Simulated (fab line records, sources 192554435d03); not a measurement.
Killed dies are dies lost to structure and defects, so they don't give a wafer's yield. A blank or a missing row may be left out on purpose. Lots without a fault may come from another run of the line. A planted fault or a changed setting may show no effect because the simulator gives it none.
Chamber matching | flow n5_finfet | N5_BEOL_M9_STRIP_36 on rie_diel-03: 4 sister chambers
The step strips in N2/H2. 16 wafers are shown with their chamber, then 8 later ones without.

WAFERS WITH THEIR CHAMBER
wafer  | chamber | showerhead_plenum_p_Torr (Torr) | drypump_motor_current_A (A) | throttle_valve_pct (%)
L075.3 | 0       | 2.59                            | 6.0                         | 23.80
L075.4 | 0       | 2.59                            | 6.0                         | 23.83
L075.5 | 1       | 2.50                            | 5.7                         | 24.18
L078.3 | 3       | 2.40                            | 5.0                         | 23.64
L078.5 | 0       | 2.59                            | 6.0                         | 23.84
L078.6 | 1       | 2.50                            | 5.7                         | 24.17
L087.1 | 2       | 2.51                            | 5.6                         | 24.00
L087.3 | 1       | 2.50                            | 5.6                         | 23.94
L087.4 | 3       | 2.40                            | 5.1                         | 23.64
L090.3 | 3       | 2.39                            | 5.0                         | 23.68
L090.4 | 2       | 2.51                            | 5.6                         | 23.98
L090.6 | 0       | 2.58                            | 6.0                         | 23.88
L089.3 | 3       | 2.39                            | 5.0                         | 23.67
L089.5 | 3       | 2.39                            | 5.1                         | 23.68
L089.6 | 2       | 2.50                            | 5.6                         | 23.99
L092.2 | 2       | 2.51                            | 5.6                         | 23.99

SIGNATURES (means of the wafers above)
reading                  | chamber 0 | chamber 1 | chamber 2 | chamber 3 | scatter within a chamber
showerhead_plenum_p_Torr | 2.5875    | 2.5000    | 2.5075    | 2.3940    | 0.00474
drypump_motor_current_A  | 6.000     | 5.667     | 5.600     | 5.040     | 0.0394
throttle_valve_pct       | 23.8375   | 24.0967   | 23.9900   | 23.6620   | 0.0592
Rule: a wafer's distance from a chamber is the root of the sum, over the readings, of the square of ((its reading less the chamber's mean) divided by the reading's scatter). The wafer belongs to the nearest chamber; if the next one is less than 2 further off, it can't be placed. The scatter: the root of (the sum of the squares of (reading less its chamber's mean) over the shown wafers, divided by (wafers less chambers)).

WAFERS WITHOUT THEIR CHAMBER
wafer  | showerhead_plenum_p_Torr (Torr) | drypump_motor_current_A (A) | throttle_valve_pct (%)
L092.3 | 2.49                            | 5.6                         | 23.93
L092.4 | 2.39                            | 5.0                         | 23.68
L093.1 | 2.57                            | 6.0                         | 23.86
L093.2 | 2.49                            | 5.7                         | 23.95
L093.4 | 2.50                            | 5.6                         | 24.01
L097.1 | 2.49                            | 5.7                         | 23.94
L097.4 | 2.49                            | 5.6                         | 23.98
L097.5 | 2.57                            | 6.0                         | 23.89

WHICH CHAMBER EACH WENT THROUGH
wafer  | from the rows above     | in truth
L092.3 | can't be placed: 2 or 1 | 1
L092.4 | 3                       | 3
L093.1 | 0                       | 0
L093.2 | can't be placed: 1 or 2 | 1
L093.4 | can't be placed: 2 or 1 | 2
L097.1 | can't be placed: 1 or 2 | 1
L097.4 | can't be placed: 1 or 2 | 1
L097.5 | 0                       | 0
Placed correctly: 3 of 8. Can't be placed from these rows: 5 (the true chamber is among the candidates in 5). Placed wrongly: 0.
